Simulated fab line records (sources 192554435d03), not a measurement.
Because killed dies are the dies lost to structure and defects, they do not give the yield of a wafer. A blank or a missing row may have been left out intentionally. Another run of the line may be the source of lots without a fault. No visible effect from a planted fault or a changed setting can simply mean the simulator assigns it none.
Split-lot study | flow n5-finfet | route with 1938 steps; 7 lots, 21 wafers read

THE SPLIT
At N5_BEOL_M13_EXPOSE_07 (exposes mask V12), the setting dose-mj was moved away from the recipe's 24.8 on 8 of the 21 wafers read, by -6.9% to -2.8%. All remaining wafers had this setting at the recipe value.

FROM THE SPLIT TO THE READING: what the file shows between them, 6 steps
- N5_BEOL_M13_PEB_08: peb time 90 s
- N5_BEOL_M13_DEVELOP_09: develop time 45 s
- N5_BEOL_M13_HARDBAKE_14: time 120 s
- N5_BEOL_M13_CD_MEAS_10: target cd 190 nm
- N5_BEOL_M13_STRIP_71: strips in post etch residue remover, time 60 s
- N5_BEOL_M13_SRD_72: time 30 s, dry time 30 s

THE READING
cd-nm, in nm, at N5_BEOL_M13_CD_MEAS_17 (target cd 190 nm). Typical for fault-free wafers on this fab line: 191.1 nm, with standard deviation 1.2 nm.

wafer  | tool, chamber at the split | dose-mj as run | against the recipe | cd-nm, nm | against lot-mates on the recipe
L079.1 | krf-scanner-02, 0          | 23.81          | -4.0%              | 188.0     | -4.0
L079.5 | krf-scanner-02, 0          | 23.81          | -4.0%              | 186.4     | -5.6
L079.6 | krf-scanner-02, 0          | 24.8           | recipe             | 192.0     | -
L084.4 | krf-scanner-01, 0          | 24.11          | -2.8%              | 189.3     | -2.7
L084.5 | krf-scanner-01, 0          | 24.8           | recipe             | 192.0     | -
L084.6 | krf-scanner-01, 0          | 24.11          | -2.8%              | 188.0     | -4.0
L089.1 | krf-scanner-02, 0          | 24.8           | recipe             | 191.5     | -
L089.3 | krf-scanner-02, 0          | 24.8           | recipe             | 190.4     | -
L089.6 | krf-scanner-02, 0          | 24.8           | recipe             | 190.3     | -
L087.2 | krf-scanner-01, 0          | 24.8           | recipe             | 192.5     | -
L087.4 | krf-scanner-01, 0          | 24.8           | recipe             | 192.5     | -
L087.5 | krf-scanner-01, 0          | 23.48          | -5.3%              | 186.4     | -6.1
L091.3 | krf-scanner-01, 0          | 23.42          | -5.6%              | 184.9     | -7.0
L091.4 | krf-scanner-01, 0          | 24.8           | recipe             | 192.7     | -
L091.6 | krf-scanner-01, 0          | 24.8           | recipe             | 191.2     | -
L093.3 | krf-scanner-01, 0          | 24.8           | recipe             | 191.1     | -
L093.5 | krf-scanner-01, 0          | 23.09          | -6.9%              | 185.1     | -6.0
L093.6 | krf-scanner-01, 0          | 23.09          | -6.9%              | 185.1     | -6.0
L092.2 | krf-scanner-01, 0          | 24.8           | recipe             | 191.6     | -
L092.4 | krf-scanner-01, 0          | 24.8           | recipe             | 193.6     | -
L092.6 | krf-scanner-01, 0          | 24.8           | recipe             | 191.0     | -

THE FIT
A straight line over all 21 wafers: cd-nm changes by +1.04 nm for each +1% of dose-mj; r = +0.95; the points scatter about the line by 0.89 nm.
The same after taking each lot's own level away (the mean of its wafers on the recipe; 21 wafers): +1.03 nm for each +1%; r = +0.95; scatter 0.85 nm.
Per that fit: largest dose-mj move, reading shift of 7.1 nm.
From 190.73 to 192.50 nm: that is the span of the lots' own levels, equal to 1.5 times the standard deviation above.
Hence the lot-to-lot level has little effect on the slope; both slopes agree.
Check: with one of the wafers moved furthest among these (-6.9%) left out of the fit, the line predicts -7.58 nm for it against its lot-mates. Against them it came out at -6 nm.

THESE WAFERS: OTHER SPLITS
Note: prior to the reading, these wafers also went through further splits. Each is held against what the fit with the lots' levels taken away leaves over:
other split on the same wafers    | wafers away from the commonest value | r with cd-nm (lot level and that fit taken away)
N5_BEOL_M11_ILD_DEP_00 time-s     | 10                                   | +0.09
N5_BEOL_M11_COAT_59 spin-rpm      | 6                                    | +0.11
N5_BEOL_M12_EXPOSE_07 dose-mj     | 7                                    | +0.06
N5_BEOL_M12_CMP_49 down-force-psi | 4                                    | +0.00

THE WHOLE CHAIN: every reading that the file lists as answering this split, in the file's order
step                   | what it does     | reading | change (the file's fit)              | r (the file's)
N5_BEOL_M13_CD_MEAS_10 | target cd 190 nm | cd-nm   | +1.07 nm for each +1% of the setting | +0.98
N5_BEOL_M13_CD_MEAS_17 | target cd 190 nm | cd-nm   | +1.08 nm for each +1% of the setting | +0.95

THE FILE'S OWN FIT
cd-nm changes by +1.08 nm for each +1% of dose-mj, r = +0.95.
